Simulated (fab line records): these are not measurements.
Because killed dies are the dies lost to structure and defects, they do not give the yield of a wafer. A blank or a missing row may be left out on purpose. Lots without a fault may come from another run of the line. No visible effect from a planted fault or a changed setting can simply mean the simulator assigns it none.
Code-filled problem report in 8D (eight disciplines) form -- flow nand harc -- the parts of the form that need people (team, actions taken, sign-off) are left out

1. WHAT WENT WRONG
sort_bin_2_pct at NHARC_END_SORT_01 reads a mean of 98.8 % on 1 wafer of 1 lot; wafers without a fault read 1.5 % with a standard deviation of 0.69. So: +99 or more standard deviations from the usual mean.
First observed at day 22 23:08: wafer L823.4, on prober-02. The record has a number at this step for 9 wafers belonging to 3 lots. Rule for "out", or "out of limits": more than 4 standard deviations from the usual mean. Any other wafer with a number is counted as sound.

2. WHAT IT IS; WHAT IT IS NOT
question,is,is not
which readings at this step,"sort_bin_2_pct, defect limited yield, killed at array, killed dies, sort n pass, sort rim yield pct, sort yield pct","killed at other, killed at periphery, killed open, killed short, sort_bin_3_pct, sort_bin_4_pct"
which lots,L823,"L819, L835"
which wafers of those lots,L823.4,"L823.3, L823.5"
read on which gauges,prober-02,-
when,from day 22 23:08,"up to then (4 sound wafers); but 4 sound wafers of L823, L835 came after"

3. SUSPECTS, AND WHAT RULES EACH OUT
Counting: if a tool at a process step up to the reading ran every lot that is out, it stays a suspect. Sound lots after the first of them don't rule it out here, since some wafers of a struck lot are sound.
- the gauge at NHARC_END_SORT_01: kept. All the wafers that are out were read on prober-02, and no step on other tools shows them out.
- pvd sputter-02 at NHARC_A_M0_PVD_21 (deposits Cu, target thk 30 nm, time 20.49 s): kept. The lot that is out, L823, ran on it at day 21 02:21; the last sound lot it ran before that was L819, at day 18 23:47.
After counting, pvd sputter-02 at NHARC_A_M0_PVD_21 and prober-02 at NHARC_END_SORT_01 remain.

4. THE CAUSE (what the simulator had put in)
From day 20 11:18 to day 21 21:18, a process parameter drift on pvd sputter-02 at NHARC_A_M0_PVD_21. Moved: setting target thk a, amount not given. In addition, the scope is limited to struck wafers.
Counting left 2 suspects, and this tool is among them.

5. THE CHAIN OF EFFECTS, in route order
Rows list readings where the struck wafers' mean (over those with a number) sits beyond 3 standard deviations from the usual. Readings are gone through only where the record gives a usual standard deviation; hours: the median, over the lots, of the time from a lot's start at the first step in this table giving one to that lot's start at this step; sigmas: the change measured in usual standard deviations.
hours,step,reading,usual,on struck wafers,change,sigmas
0,NHARC_END_SORT_01,defect limited yield,95.4 %,0.1,-95.3,-56
0,NHARC_END_SORT_01,killed at array,27,675,+648,+59
0,NHARC_END_SORT_01,killed dies,31,676,+645,+54
0,NHARC_END_SORT_01,sort_bin_2_pct,1.5 %,98.8,+97.3,+99 or more
0,NHARC_END_SORT_01,sort n pass,646,1,-645,-54
0,NHARC_END_SORT_01,sort rim yield pct,94 %,0,-94,-28
0,NHARC_END_SORT_01,sort yield pct,95.4 %,0.1,-95.3,-56

6. HOW IT WOULD HAVE BEEN CAUGHT EARLIER
Counted from the fault's start at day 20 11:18, it took 60 hours until the first out-of-limits reading at a measuring or inspecting step in this record, taken at day 22 23:08.
Tool readings at NHARC_A_M0_PVD_21 with a usual standard deviation given in the record: none out on any struck wafer, hence no alarm at a limit of 4 standard deviations on them.
By day 22 23:08 the whole set of lots that are out, 1 in number, had already begun NHARC_A_M0_PVD_21 on pvd sputter-02. A hold on the tool at that time would have spared none of them.
